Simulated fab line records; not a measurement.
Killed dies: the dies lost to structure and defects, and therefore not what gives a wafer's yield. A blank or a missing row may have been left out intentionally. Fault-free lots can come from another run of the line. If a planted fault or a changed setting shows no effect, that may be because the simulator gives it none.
One fault through the eyes of 2 desks | flow n5Finfet | every desk sees just its own numbers, and what lay behind them comes last

## THE METROLOGY DESK
What the gauges read for every lot (on any tool): the sampled wafers with a number, averaged. Marked OUT: a lot whose mean sits more than 4 standard deviations from the usual mean, which makes it out of limits; the brackets give that distance.
Columns: A = MIM_TOP_OVL at N5_MIM_TOP_LITHO_OVL_MEAS_11, usual -4 nm
lot  | first seen here | A
L357 | day 14 18:18    | -7
L358 | day 14 22:26    | -13
L356 | day 15 05:45    | -4
L359 | day 15 07:43    | 2
L354 | day 15 09:56    | -4
L360 | day 15 14:04    | -10
L365 | day 16 12:07    | -4
L366 | day 16 19:41    | -4
L364 | day 17 01:32    | -4
L369 | day 18 04:35    | 6
L374 | day 19 18:29    | -8
Finding of this desk: none of the 11 lots has anything out of limits.

## FOR THE TOOL OWNER'S DESK: rieDiel-04
The tool's own readings at N5_PMOS_HMC_CHANNEL_EPI_STRIP_33 (strips in N2/H2): means of the sampled wafers that have a number, for each lot that ran on this tool. Marked OUT: a lot whose mean sits more than 4 standard deviations from the usual mean, which makes it out of limits; the brackets give that distance.
Columns: A = drypumpMotorCurrentA at N5_PMOS_HMC_CHANNEL_EPI_STRIP_33, usual 5.5 A; B = oesProductAu at N5_PMOS_HMC_CHANNEL_EPI_STRIP_33, usual 0.82 a.u.; C = rfVppV at N5_PMOS_HMC_CHANNEL_EPI_STRIP_33, usual 54.1 V; D = showerheadPlenumPTorr at N5_PMOS_HMC_CHANNEL_EPI_STRIP_33, usual 3.38 Torr; E = throttleValvePct at N5_PMOS_HMC_CHANNEL_EPI_STRIP_33, usual 19.0 %
lot  | first seen here | A   | B    | C    | D    | E
L356 | day 2 11:17     | 5.6 | 0.85 | 54.3 | 3.26 | 18.6
L360 | day 3 12:02     | 5.8 | 0.86 | 52.5 | 3.31 | 19.1
L364 | day 4 12:14     | 5.7 | 0.85 | 53.7 | 3.31 | 19.1
L365 | day 4 17:40     | 5.7 | 0.82 | 54.6 | 3.29 | 18.9
L366 | day 4 23:39     | 5.7 | 0.81 | 53.7 | 3.29 | 18.9
L369 | day 5 17:17     | 5.8 | 0.78 | 54.0 | 3.32 | 19.2
Finding of this desk: none of the 6 lots has anything out of limits.

## TAKEN TOGETHER
The metrology desk saw nothing out of limits.
Nothing out of limits was seen by the tool owner's desk.

## WHAT HAD BEEN PUT IN BY THE SIMULATOR
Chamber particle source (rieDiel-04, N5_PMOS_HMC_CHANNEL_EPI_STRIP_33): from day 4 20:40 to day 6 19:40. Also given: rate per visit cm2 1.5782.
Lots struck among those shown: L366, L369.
